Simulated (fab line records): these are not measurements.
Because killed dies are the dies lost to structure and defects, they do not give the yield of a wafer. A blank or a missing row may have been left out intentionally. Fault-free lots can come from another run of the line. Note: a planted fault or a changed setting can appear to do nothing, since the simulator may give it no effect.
fab line records -- flow n5Finfet
record: lots: 6, wafers: 18, lastDay: 18
route steps=1938 shown TV_LITHO@1875 TV_OPEN@1887 PASSIVATION@1936
lots that met no fault: from a run of the same line without faults
startH: hours from the record's opening day to when the first of the lot's shown wafers began -- waitH: time in hours since the lot's previous step -- " repeats the value in the row above -- L1.1+2: a single row standing in for several wafers -- - no value, or no start was given -- * or withheld: withheld -- < > ~ a bound
route shown NAME@n: names a module that has steps shown in the file, with the first one's number in the route -- usual: average and standard deviation across the fault-free wafers -- same: alike in all rows -- chamber/n: place in a boat -- sites: per-site readings -- _std_site: how widely they spread, as a standard deviation -- _edge_site: outer sites' mean less inner sites' -- radiusMm: how far each site lies from the wafer's centre -- mask NAME#n: copy n -- behind: tool/chamber where the wafer was last shaped -- hold: the reason the lot was held/the length of the hold in hours/how it ended -- device: whichever transistor did not switch (one of n, p or np) -- end of line: the route-end tests of the same wafers -- for a step that has no rows: nothing shown but its recipe -- killed: dies that structure and defects cost at the first sort, which is not the same as the wafer's yield -- map: a wafer's dies, marking killed ones x, the rest . and places with no die _
set.NAME: the setting the step ran with; set.NAME@STEP: the setting that earlier step ran with -- model.NAME: the simulator's own value behind a step, which no gauge read
lots seen at some steps along the route; tables by step, rows by wafer
services: from which hour (startH, from the record's first day; less than 0 if before it) a tool's chamber was out of use, for how many hours, and why
== steps ==
step: N5_PASSIVATION_HMDS_03
recipe: timeS: 60, tempC: 120
step: N5_PASSIVATION_COAT_04
recipe: spinRpm: *, resistThkNm: *
step: N5_PASSIVATION_EBR_06
recipe: solvent: PGMEA, ebrWidthMm: 1.5
step: N5_PASSIVATION_SOFTBAKE_05
recipe: tempC: 100, timeS: 90
step: N5_PASSIVATION_EXPOSE_07
recipe: maskId: TV, na: 0.55, sourceShape: conventional, sigmaOuter: 0.8, polarization: unpolarized, defocusNm: 0, targetCdNm: 3000, doseMj: 22.75
step: N5_PASSIVATION_PEB_08
recipe: pebTempC: withheld, pebTimeS: *
step: N5_PASSIVATION_DEVELOP_09
recipe: developTimeS: 60, rinseLiquid: diw, dry: airSpin, devTempC: 21
step: N5_PASSIVATION_HARDBAKE_11
recipe: tempC: 130, timeS: 120
step: N5_PASSIVATION_CD_MEAS_10
recipe: targetCdNm: 3000, landingEnergyEv: 500, detector: seInlens
usual: cdNm: 3000.7/2.7
lot.wafer,tool,chamber,startH,waitH,cdNm
L692.1,cdSem-01,0,313.99,-,3004.8
L692.2,cdSem-01,0,313.99,-,2999.2
L692.6,cdSem-01,0,313.99,-,2999.8
L693.2,cdSem-01,0,317.05,-,2994.6
L693.3,cdSem-01,0,317.05,-,3000.7
L693.4,cdSem-01,0,317.05,-,3000.6
L697.2,cdSem-02,0,339.12,-,3004.0
L697.5,cdSem-02,0,339.12,-,3001.9
L697.6,cdSem-02,0,339.12,-,3003.2
L708.3,cdSem-02,0,398.17,-,3002.1
L708.4,cdSem-02,0,398.17,-,3007.3
L708.5,cdSem-02,0,398.17,-,3000.6
L707.3,cdSem-01,0,411.78,-,3001.3
L707.4,cdSem-01,0,411.78,-,3001.8
L707.6,cdSem-01,0,411.78,-,3001.2
L709.2,cdSem-03,0,423.98,-,3002.1
L709.4,cdSem-03,0,423.98,-,3000.0
L709.6,cdSem-03,0,423.98,-,3002.5
step: N5_PASSIVATION_OVL_MEAS_60
recipe: pointsPerWafer: 44
usual: TV_OVL: -1/6
lot.wafer,tool,chamber,startH,waitH,TV_OVL[nm]
L692.1,overlay-01,0,314.02,0.0,-2
L692.2,overlay-01,0,314.02,0.0,1
L692.6,overlay-01,0,314.02,0.0,1
L693.2,overlay-02,0,317.08,0.0,-8
L693.3,overlay-02,0,317.08,0.0,-2
L693.4,overlay-02,0,317.08,0.0,-6
L697.2,overlay-02,0,339.15,0.0,-5
L697.5,overlay-02,0,339.15,0.0,4
L697.6,overlay-02,0,339.15,0.0,0
L708.3,overlay-01,0,398.20,0.0,2
L708.4,overlay-01,0,398.20,0.0,10
L708.5,overlay-01,0,398.20,0.0,0
L707.3,overlay-02,0,411.81,0.0,0
L707.4,overlay-02,0,411.81,0.0,-2
L707.6,overlay-02,0,411.81,0.0,0
L709.2,overlay-02,0,424.01,0.0,-4
L709.4,overlay-02,0,424.01,0.0,-5
L709.6,overlay-02,0,424.01,0.0,-2
step: N5_PASSIVATION_INSPECT_61
recipe: mode: adi, inspectInstrument: macro
usual: rawDefectCount: 2.0/1.3
lot.wafer,tool,chamber,startH,waitH,rawDefectCount
L692.1,defectInspect-02,-,314.05,0.0,2
L692.2,defectInspect-02,-,314.05,0.0,1
L692.6,defectInspect-02,-,314.05,0.0,0
L693.2,defectInspect-01,-,317.11,0.0,0
L693.3,defectInspect-01,-,317.11,0.0,1
L693.4,defectInspect-01,-,317.11,0.0,1
L697.2,defectInspect-02,-,339.18,0.0,4
L697.5,defectInspect-02,-,339.18,0.0,2
L697.6,defectInspect-02,-,339.18,0.0,1
L708.3,defectInspect-01,-,398.22,0.0,1
L708.4,defectInspect-01,-,398.22,0.0,2
L708.5,defectInspect-01,-,398.22,0.0,2
L707.3,defectInspect-02,-,411.84,0.0,1
L707.4,defectInspect-02,-,411.84,0.0,2
L707.6,defectInspect-02,-,411.84,0.0,1
L709.2,defectInspect-01,-,424.04,0.0,0
L709.4,defectInspect-01,-,424.04,0.0,4
L709.6,defectInspect-01,-,424.04,0.0,5
step: N5_PASSIVATION_DESCUM_12
recipe: chemistry: O2, timeS: 7.9, sourcePowerW: 50, biasPowerW: 20, pressureMtorr: 20, rfFrequencyHz: 2.712e+07, tempC: 40, o2FlowSccm: 225
usual: drypumpMotorCurrentA: 5.6/0.42, oesProductAu: 0.78/0.094, rfVppV: 243.0/1.4, showerheadPlenumPTorr: 2.07/0.082, throttleValvePct: 20.55/0.23
lot.wafer,tool,chamber,startH,waitH,drypumpMotorCurrentA,oesProductAu,rfHoursCounterH,rfVppV,showerheadPlenumPTorr,throttleValvePct
L692.1,rieDiel-02,3,314.15,0.1,5.3,0.78,115,243.2,2.12,20.41
L692.2,rieDiel-02,0,314.15,0.1,5.6,0.87,35,244.8,2.14,20.16
L692.6,rieDiel-02,1,314.15,0.1,5.6,0.73,-,242.2,2.00,20.78
L693.2,rieDiel-03,1,317.14,0.0,5.0,0.93,15,243.2,2.04,20.50
L693.3,rieDiel-03,0,317.14,0.0,5.4,0.70,234,244.4,2.17,20.90
L693.4,rieDiel-03,0,317.14,0.0,5.4,0.70,-,244.6,2.17,20.92
L697.2,rieDiel-03,0,339.21,0.0,5.3,0.69,241,243.6,2.17,20.91
L697.5,rieDiel-03,1,339.21,0.0,5.1,0.92,-,242.0,2.04,20.50
L697.6,rieDiel-03,2,339.21,0.0,5.8,0.89,-,243.3,2.04,20.67
L708.3,rieDiel-03,0,398.25,0.0,5.4,0.97,4,244.5,2.17,20.58
L708.4,rieDiel-03,2,398.25,0.0,5.9,0.86,66,240.9,2.04,20.70
L708.5,rieDiel-03,1,398.25,0.0,5.1,0.88,-,243.3,2.03,20.53
L707.3,rieDiel-03,3,412.53,0.7,5.2,0.69,227,240.9,1.97,20.65
L707.4,rieDiel-03,1,412.53,0.7,5.1,0.87,48,242.9,2.03,20.56
L707.6,rieDiel-03,1,412.53,0.7,5.1,0.87,-,243.4,2.03,20.55
L709.2,rieDiel-01,2,424.49,0.4,6.1,0.68,238,242.7,2.15,20.27
L709.4,rieDiel-01,2,424.49,0.4,6.1,0.68,-,243.8,2.15,20.27
L709.6,rieDiel-01,1,424.49,0.4,5.3,0.70,-,242.9,1.95,20.56
step: N5_PASSIVATION_PASS_ETCH_74
recipe: chemistry: CF4/O2, target: SiNx, targetDepthA: 2200, timeS: 110, ionEnergyEv: 100, pressureMtorr: 40, sourceW: 535, biasW: 49, Ar_flow_sccm: 100, cf4FlowSccm: 100, O2_flow_sccm: 10
usual: O2_flow_sccm: 10.002/0.027, drypumpMotorCurrentA: 5.6/0.41, oes_f_703_au: 0.78/0.092, oesProductAu: 0.78/0.098, rfVppV: 240/6, showerheadPlenumPTorr: 2.18/0.076, throttleValvePct: 16.12/0.21
lot.wafer,tool,chamber,startH,waitH,O2_flow_sccm,drypumpMotorCurrentA,oes_f_703_au,oesProductAu,rfHoursCounterH,rfVppV,showerheadPlenumPTorr,throttleValvePct,model.etch.depthNm,model.coat_of_PASSIVATION_COAT_04.thkNm,model.TV_OPEN.cdOffsetNm
L692.1,rieDiel-02,3,314.21,0.0,9.966,5.3,0.77,0.79,115,245,2.23,15.99,221.2,*,0.2
L692.2,rieDiel-02,0,314.21,0.0,9.992,5.6,0.84,0.87,35,243,2.25,15.66,218,*,0
L692.6,rieDiel-02,1,314.21,0.0,9.987,5.6,0.77,0.73,-,236,2.10,16.27,213,*,0.6
L693.2,rieDiel-03,1,317.21,0.0,10.010,5.1,0.91,0.93,15,236,2.17,16.10,224.2,*,0
L693.3,rieDiel-03,0,317.21,0.0,10.003,5.4,0.69,0.70,234,244,2.28,16.50,214.3,*,0.2
L693.4,rieDiel-03,0,317.21,0.0,10.035,5.4,0.70,0.70,-,244,2.28,16.49,214,*,0.4
L697.2,rieDiel-03,0,339.28,0.0,10.000,5.4,0.70,0.69,241,243,2.27,16.50,214.6,*,0
L697.5,rieDiel-03,1,339.28,0.0,9.970,5.1,0.89,0.92,-,237,2.17,16.10,226.5,*,-0.8
L697.6,rieDiel-03,2,339.28,0.0,10.008,5.8,0.90,0.92,-,236,2.15,16.18,232.6,*,-1
L708.3,rieDiel-03,0,398.32,0.0,9.972,5.4,0.96,0.97,4,243,2.27,16.05,216.2,*,-0.2
L708.4,rieDiel-03,2,398.32,0.0,10.024,5.9,0.87,0.78,66,236,2.14,16.17,187.2,*,1
L708.5,rieDiel-03,1,398.32,0.0,10.040,5.1,0.85,0.87,-,237,2.16,16.13,221.6,*,-0.6
L707.3,rieDiel-03,3,412.60,0.0,9.997,5.2,0.68,0.67,227,231,2.10,16.32,205.1,*,0.8
L707.4,rieDiel-03,1,412.60,0.0,9.975,5.1,0.84,0.76,48,237,2.16,16.12,184.3,*,1.2
L707.6,rieDiel-03,1,412.60,0.0,9.997,5.1,0.85,0.87,-,236,2.16,16.13,224,*,-1.2
L709.2,rieDiel-01,2,424.55,0.0,10.045,6.1,0.69,0.67,238,241,2.25,15.95,212.2,*,-0.4
L709.4,rieDiel-01,2,424.55,0.0,10.052,6.1,0.69,0.67,-,242,2.25,15.95,212.8,*,-0.6
L709.6,rieDiel-01,1,424.55,0.0,9.971,5.3,0.70,0.70,-,250,2.07,16.25,218.7,*,-0.2
step: N5_PASSIVATION_VIA_ETCH_13
recipe: chemistry: CHF3/O2, target: SiO2, targetDepthA: 6600, CHF3_flow_sccm: 50, O2_flow_sccm: 5, Ar_flow_sccm: 200, timeS: 330, maskMaterial: PR, pressureMtorr: 30, sourceW: 650, biasW: 170, ionEnergyEv: 200, ends: cleared
usual: O2_flow_sccm: 5.000/0.014, drypumpMotorCurrentA: 5.6/0.41, etchRfOnTimeS: 237/7.2, oes_f_703_au: 0.78/0.094, oesProductAu: 0.70/0.086, rfVppV: 522/13, showerheadPlenumPTorr: 2.38/0.082, throttleValvePct: 18.96/0.21
lot.wafer,tool,chamber,startH,waitH,O2_flow_sccm,drypumpMotorCurrentA,etchRfOnTimeS,oes_f_703_au,oesProductAu,rfHoursCounterH,rfVppV,showerheadPlenumPTorr,throttleValvePct,model.coat_of_PASSIVATION_COAT_04.thkNm
L692.1,rieDiel-02,3,314.31,0.0,5.032,5.4,228,0.77,0.72,115,532,2.43,18.81,*
L692.2,rieDiel-02,0,314.31,0.0,5.020,5.6,230,0.85,0.80,35,528,2.47,18.61,*
L692.6,rieDiel-02,1,314.31,0.0,4.989,5.6,246,0.76,0.66,-,511,2.31,19.24,*
L693.2,rieDiel-03,1,317.30,0.0,5.001,5.1,229,0.91,0.84,16,514,2.36,18.98,*
L693.3,rieDiel-03,0,317.30,0.0,4.997,5.4,231,0.71,0.63,234,530,2.47,19.22,*
L693.4,rieDiel-03,0,317.30,0.0,4.996,5.3,240,0.71,0.64,-,530,2.47,19.22,*
L697.2,rieDiel-03,0,339.37,0.0,4.998,5.4,242,0.70,0.62,241,532,2.47,19.23,*
L697.5,rieDiel-03,1,339.37,0.0,4.992,5.1,237,0.90,0.83,-,515,2.36,19.00,*
L697.6,rieDiel-03,2,339.37,0.0,5.001,5.8,233,0.91,0.80,-,514,2.32,18.89,*
L708.3,rieDiel-03,0,398.41,0.0,4.987,5.4,236,0.97,0.87,4,530,2.46,18.87,*
L708.4,rieDiel-03,2,398.41,0.0,4.988,5.9,236,0.88,0.77,66,512,2.31,18.93,*
L708.5,rieDiel-03,1,398.41,0.0,4.996,5.1,233,0.85,0.78,-,513,2.35,19.03,*
L707.3,rieDiel-03,3,412.69,0.0,5.002,5.2,244,0.68,0.62,227,500,2.29,19.16,*
L707.4,rieDiel-03,1,412.69,0.0,4.994,5.1,233,0.85,0.78,48,515,2.35,19.03,*
L707.6,rieDiel-03,1,412.69,0.0,4.996,5.1,232,0.85,0.78,-,515,2.35,19.05,*
L709.2,rieDiel-01,2,424.64,0.0,5.015,6.1,241,0.69,0.60,239,525,2.46,18.71,*
L709.4,rieDiel-01,2,424.64,0.0,5.002,6.1,242,0.69,0.61,-,525,2.46,18.69,*
L709.6,rieDiel-01,1,424.64,0.0,5.018,5.4,240,0.69,0.63,-,545,2.26,19.07,*
step: N5_PASSIVATION_STRIP_14
recipe: chemistry: O2, powerW: 600, tempC: 60, pressureMtorr: 30, rfFrequencyHz: 6e+07, biasPowerW: 0, overashFraction: 0.5, o2FlowSccm: 225
usual: drypumpMotorCurrentA: 5.6/0.41, oesProductAu: 0.78/0.092, rfVppV: 3.6/0.89, showerheadPlenumPTorr: 2.08/0.082, throttleValvePct: 16.80/0.21
same: overashFraction: 0.5
lot.wafer,tool,chamber,startH,waitH,drypumpMotorCurrentA,oesProductAu,rfHoursCounterH,rfVppV,showerheadPlenumPTorr,throttleValvePct
L692.1,rieDiel-02,3,314.50,0.1,5.3,0.79,115,3.1,2.13,16.66
L692.2,rieDiel-02,0,314.50,0.1,5.6,0.88,35,3.1,2.15,16.35
L692.6,rieDiel-02,1,314.50,0.1,5.6,0.74,-,4.2,2.00,17.03
L693.2,rieDiel-03,1,317.50,0.1,5.1,0.94,16,4.8,2.04,16.66
L693.3,rieDiel-03,0,317.50,0.1,5.4,0.69,234,4.0,2.18,17.16
L693.4,rieDiel-03,0,317.50,0.1,5.4,0.70,-,3.8,2.18,17.20
L697.2,rieDiel-03,0,339.57,0.1,5.4,0.69,241,3.9,2.17,17.16
L697.5,rieDiel-03,1,339.57,0.1,5.1,0.92,-,2.8,2.04,16.73
L697.6,rieDiel-03,2,339.57,0.1,5.8,0.87,-,4.5,2.05,16.87
L708.3,rieDiel-03,0,398.61,0.1,5.4,0.97,4,4.5,2.17,16.82
L708.4,rieDiel-03,2,398.61,0.1,5.8,0.86,66,5.5,2.04,16.91
L708.5,rieDiel-03,1,398.61,0.1,5.1,0.88,-,2.9,2.03,16.74
L707.3,rieDiel-03,3,412.88,0.1,5.2,0.68,227,2.5,1.98,16.94
L707.4,rieDiel-03,1,412.88,0.1,5.1,0.87,48,2.9,2.03,16.77
L707.6,rieDiel-03,1,412.88,0.1,5.1,0.87,-,3.5,2.03,16.74
L709.2,rieDiel-01,2,424.84,0.1,6.1,0.69,239,2.5,2.16,16.67
L709.4,rieDiel-01,2,424.84,0.1,6.1,0.68,-,2.7,2.15,16.65
L709.6,rieDiel-01,1,424.84,0.1,5.3,0.70,-,3.4,1.95,16.87
step: N5_PASSIVATION_ETCH_15
recipe: chemistry: CF4/N2, target: SiCN, targetDepthA: 750, taperDeg: 2, timeS: 81.2, ionEnergyEv: 150, maskMaterial: SiNx, pressureMtorr: 40, sourceW: 430, biasW: 70, Ar_flow_sccm: 100, cf4FlowSccm: 60, n2FlowSccm: 60
usual: drypumpMotorCurrentA: 5.6/0.41, oesProductAu: 0.78/0.097, rfVppV: 381.8/2.1, showerheadPlenumPTorr: 2.18/0.077, throttleValvePct: 15.55/0.21
lot.wafer,tool,chamber,startH,waitH,drypumpMotorCurrentA,oesProductAu,rfHoursCounterH,rfVppV,showerheadPlenumPTorr,throttleValvePct,model.TV_OPEN.cdOffsetNm
L692.1,rieDiel-02,3,-,-,5.4,0.79,115,382.0,2.23,15.39,0.8
L692.2,rieDiel-02,0,-,-,5.6,0.86,35,383.4,2.26,15.14,1.2
L692.6,rieDiel-02,1,-,-,5.6,0.74,-,379.7,2.10,15.73,1.8
L693.2,rieDiel-03,1,-,-,5.1,0.93,16,382.6,2.17,15.50,1.6
L693.3,rieDiel-03,0,-,-,5.4,0.71,234,383.2,2.28,15.91,1.4
L693.4,rieDiel-03,0,-,-,5.3,0.71,-,383.5,2.28,15.92,1.8
L697.2,rieDiel-03,0,-,-,5.4,0.70,241,382.8,2.27,15.94,2
L697.5,rieDiel-03,1,-,-,5.1,0.91,-,381.0,2.17,15.54,0.8
L697.6,rieDiel-03,2,-,-,5.9,0.91,-,382.5,2.14,15.52,1
L708.3,rieDiel-03,0,-,-,5.4,0.97,4,383.3,2.27,15.47,1
L708.4,rieDiel-03,2,-,-,5.8,0.87,66,380.9,2.13,15.57,2.8
L708.5,rieDiel-03,1,-,-,5.1,0.87,-,380.8,2.16,15.56,1.2
L707.3,rieDiel-03,3,-,-,5.2,0.68,227,379.7,2.10,15.78,2.8
L707.4,rieDiel-03,1,-,-,5.1,0.86,49,381.1,2.16,15.57,2.8
L707.6,rieDiel-03,1,-,-,5.1,0.86,-,379.7,2.16,15.57,0.6
L709.2,rieDiel-01,2,-,-,6.1,0.67,239,383.8,2.25,15.40,1.4
L709.4,rieDiel-01,2,-,-,6.1,0.67,-,384.3,2.25,15.42,1.6
L709.6,rieDiel-01,1,-,-,5.3,0.70,-,377.8,2.08,15.70,1.6
step: N5_PASSIVATION_STRIP_73
recipe: chemistry: postEtchResidueRemover, timeS: 60, tempC: 25, removerPh: withheld, removerWaterWtPct: withheld, removerFluorideWtPct: withheld
step: N5_PASSIVATION_PROBE_49
usual: defectLimitedYield: 91.3/1.4, killed_at_M0_to_M3: 33/9.9, killed_at_M4_up: 15/5.6, killedAtContacts: 13/5.7, killedAtFrontEnd: 38/12, killedAtOther: 4/3.1, killedDies: 103/17, killedOpen: 66/13, killedShort: 32/7.8, sort_bin_4_leakage: 0.02/0.16, sort_bin_5_function: 5.1/0.95, sort_bin_6_memory: 3.2/0.68, sort_bin_8_speed: 0.02/0.22, sortNPass: 1077/17, sortYieldPct: 91.3/1.5
same: grossDies: 1180, killedAtBackSide: 0
lot.wafer,tool,chamber,startH,waitH,defectLimitedYield[%],killed_at_M0_to_M3,killed_at_M4_up,killedAtContacts,killedAtFrontEnd,killedAtOther,killedDies,killedOpen,killedShort,sort_bin_4_leakage[%],sort_bin_5_function[%],sort_bin_6_memory[%],sort_bin_8_speed[%],sortNPass,sortYieldPct[%]
L692.1,prober-02,-,321.17,0.0,89.3,33,21,16,53,3,126,89,35,0,6.4,3.8,0,1054,89.3
L692.2,prober-02,-,321.22,0.1,89.6,36,13,16,55,3,123,77,41,0,6.1,4.0,0,1057,89.6
L692.6,prober-02,-,321.42,0.3,91.3,26,20,21,33,3,103,73,28,0,5.5,3.1,0,1077,91.3
L709.2,prober-02,-,432.57,0.1,90.2,29,7,10,63,7,116,64,41,0,5.2,3.2,0,1064,90.2
L709.4,prober-02,-,432.67,0.2,90.7,26,8,15,59,2,110,86,20,0,5.9,3.1,0,1070,90.7
L709.6,prober-02,-,432.77,0.3,93.0,20,14,10,39,0,83,59,18,0,4.1,2.5,0,1097,93.0
killed by level:class
L692.1 FIN_SAQP:geometricParticle:open=17 FIN_SAQP:geometricParticle:short=14 MOL_CONTACT_COAG:geometricParticle:open=14 BEOL_M5:geometricParticle:open=9 BEOL_M2:geometricParticle:open=8 BEOL_M0_SAQP:geometricParticle:open=7 GATE_CUT:geometricParticle:short=6 BEOL_M1:geometricParticle:open=6
L692.2 FIN_SAQP:geometricParticle:open=15 FIN_SAQP:geometricParticle:short=15 BEOL_M0_SAQP:geometricParticle:short=13 MOL_CONTACT_COAG:geometricParticle:open=12 BEOL_M0_SAQP:geometricParticle:open=10 DUMMY_GATE:geometricParticle:open=8 STI_FIN_REVEAL:geometricParticle:open=6 BEOL_M2:geometricParticle:open=5
L692.6 MOL_CONTACT_COAG:geometricParticle:open=18 FIN_SAQP:geometricParticle:open=12 FIN_SAQP:geometricParticle:short=9 BEOL_M0_SAQP:geometricParticle:open=8 BEOL_M5:geometricParticle:open=7 BEOL_M2:geometricParticle:open=5 BEOL_M0_SAQP:geometricParticle:short=4 BEOL_M1:geometricParticle:open=4
L709.2 STI_FIN_REVEAL:geometricParticle:open=14 FIN_SAQP:geometricParticle:short=9 BEOL_M0_SAQP:geometricParticle:open=9 HKMG_FIN:areaEtch=9 MOL_CONTACT_COAG:geometricParticle:open=7 BEOL_M2:geometricParticle:open=7 STI_FIN_REVEAL:geometricParticle:short=6 BEOL_M0_SAQP:geometricParticle:short=6
L709.4 STI_FIN_REVEAL:geometricParticle:open=21 FIN_SAQP:geometricParticle:open=13 MOL_CONTACT_COAG:geometricParticle:open=12 BEOL_M2:geometricParticle:open=5 BEOL_M3:geometricParticle:open=5 FIN_SAQP:geometricParticle:short=4 BEOL_M0_SAQP:geometricParticle:short=4 BEOL_M0_SAQP:geometricParticle:open=4
L709.6 STI_FIN_REVEAL:geometricParticle:open=13 FIN_SAQP:geometricParticle:open=11 MOL_CONTACT_COAG:geometricParticle:open=8 BEOL_M0_SAQP:geometricParticle:short=5 BEOL_M4:geometricParticle:open=5 BEOL_M2:geometricParticle:open=4 BEOL_M3:geometricParticle:open=4 BEOL_M1:geometricParticle:open=3
== services ==
tool,chamber,startH,hours,kind
rieDiel-02,2,311.15,15.1,repair
rieDiel-03,2,315.58,9.5,repair
rieDiel-01,3,344.62,-,clean
rieDiel-01,3,344.62,-,consumableReplace:focusRing
rieDiel-01,3,344.62,-,consumableReplace:showerhead
rieDiel-01,3,344.62,16.0,scheduledDown
rieDiel-01,3,344.62,16.0,ventCycle
rieDiel-01,-,347.50,0.1,repair
rieDiel-02,-,355.65,15.6,pm
rieDiel-03,0,365.55,-,clean
rieDiel-03,0,365.55,-,consumableReplace:focusRing
rieDiel-03,0,365.55,18.1,scheduledDown
rieDiel-03,0,365.55,18.1,ventCycle
rieDiel-02,-,410.46,2.8,pm
rieDiel-01,0,413.49,-,clean
rieDiel-01,0,413.49,-,consumableReplace:focusRing
rieDiel-01,0,413.49,17.3,scheduledDown
rieDiel-01,0,413.49,17.3,ventCycle
rieDiel-02,3,423.82,8.0,repair
== key ==
firstSign none at tools or gauges
modelEffect: step: N5_PASSIVATION_PASS_ETCH_74, value: etch.depthNm, without: 225.3, struck: 185.7
modelEffect: step: N5_PASSIVATION_VIA_ETCH_13, value: coat_of_PASSIVATION_COAT_04.thkNm, without: *, struck: *
modelEffect: step: N5_PASSIVATION_ETCH_15, value: TV_OPEN.cdOffsetNm, without: 1.1, struck: 2.8
metAt N5_PASSIVATION_PASS_ETCH_74
struckWafers L707.4,L708.4
onsetBetween 339.28 398.32
fault: kind: processParameterDrift, tool: rieDiel-03, chamber: -, onsetH: 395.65, steps: N5_PASSIVATION_PASS_ETCH_74, channel: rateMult, offset: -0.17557, shape: step, endH: 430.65, scope: struckWafersOnly
